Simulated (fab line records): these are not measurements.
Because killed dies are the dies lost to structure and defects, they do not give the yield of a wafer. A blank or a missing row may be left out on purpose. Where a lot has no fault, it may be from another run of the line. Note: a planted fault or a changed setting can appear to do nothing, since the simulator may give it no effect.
Comparing a struck lot with a sound one / flow nand harc / 13 out of 1159 route steps
Sound: the wafers L609.1, L609.2, L609.4. Struck: wafers L613.1, L613.3, L613.4. The cause comes at the end.
Each step with rows lists, per side, the tool, then ch with its chambers, then its first start. Under that, the readings that differ: sound wafers / struck wafers / difference of the means / sigmas: that difference in standard deviations of wafers without a fault.
alike: same words and numbers on both sides, and readings whose means sit less than 2 such deviations apart. not compared: any withheld reading, any reading some wafer has no value for, any bound like >300 that may hide the same value, and any number with overlapping values for which the record gives no deviation.
The two part at a step that has a row with sigmas, a row that says differs or no value, or rows on one side only. When numbers do not overlap yet have no deviation, they are printed without sigmas and do not part them. Lack of a reading on every wafer of one side parts them only where that side has two or more wafers.

NHARC_P_M1_INSPECT_27:
  sound: defect inspect-01 at day 7 05:02; struck: defect inspect-01 at day 8 01:33
  alike: raw defect count
NHARC_P_M1_PRE_CLEAN_32: time 12 s.
  sound on pecvd-03 ch 1,2, day 7 05:07; struck on pecvd-02 ch 0,1, day 8 01:38
  alike: heater power w
NHARC_P_M1_DEP_33: deposits SiCN, target thk 30 nm.
  sound on pecvd-03 ch 1,2, day 7 05:11; struck on pecvd-02 ch 0,1, day 8 01:45
  alike: heater power w
then, 8 steps without rows for these wafers: NHARC_P_M2_DEP_00 (deposits SiOC, target thk 182.5 nm); NHARC_P_M2_DEHYDRATE_01 (time 120 s); NHARC_P_M2_HMDS_02 (time 30 s); NHARC_P_M2_COAT_34 (time 65 s); NHARC_P_M2_COAT_03 (resist thk 90 nm); NHARC_P_M2_SOFTBAKE_04 (time 55 s); NHARC_P_M2_EBR_05; NHARC_P_M2_EXPOSE_06 (exposes mask P M2, target cd 170 nm).
NHARC_P_M2_PEB_07: peb time 65 s.
  sound on litho track-04 ch 0, day 7 06:25; struck on litho track-04, day 8 02:52
  no value came back on the struck wafers for chill plate temp C (C), exhaust pa (Pa); on the sound wafers chill plate temp C (C) reads 23.18 23.08 22.97
then, 1 step without rows for these wafers: NHARC_P_M2_DEVELOP_08 (develop time 35 s).

WHERE THEY PART
Only at NHARC_P_M2_PEB_07, within this record.

WHY: what had been put in by the simulator
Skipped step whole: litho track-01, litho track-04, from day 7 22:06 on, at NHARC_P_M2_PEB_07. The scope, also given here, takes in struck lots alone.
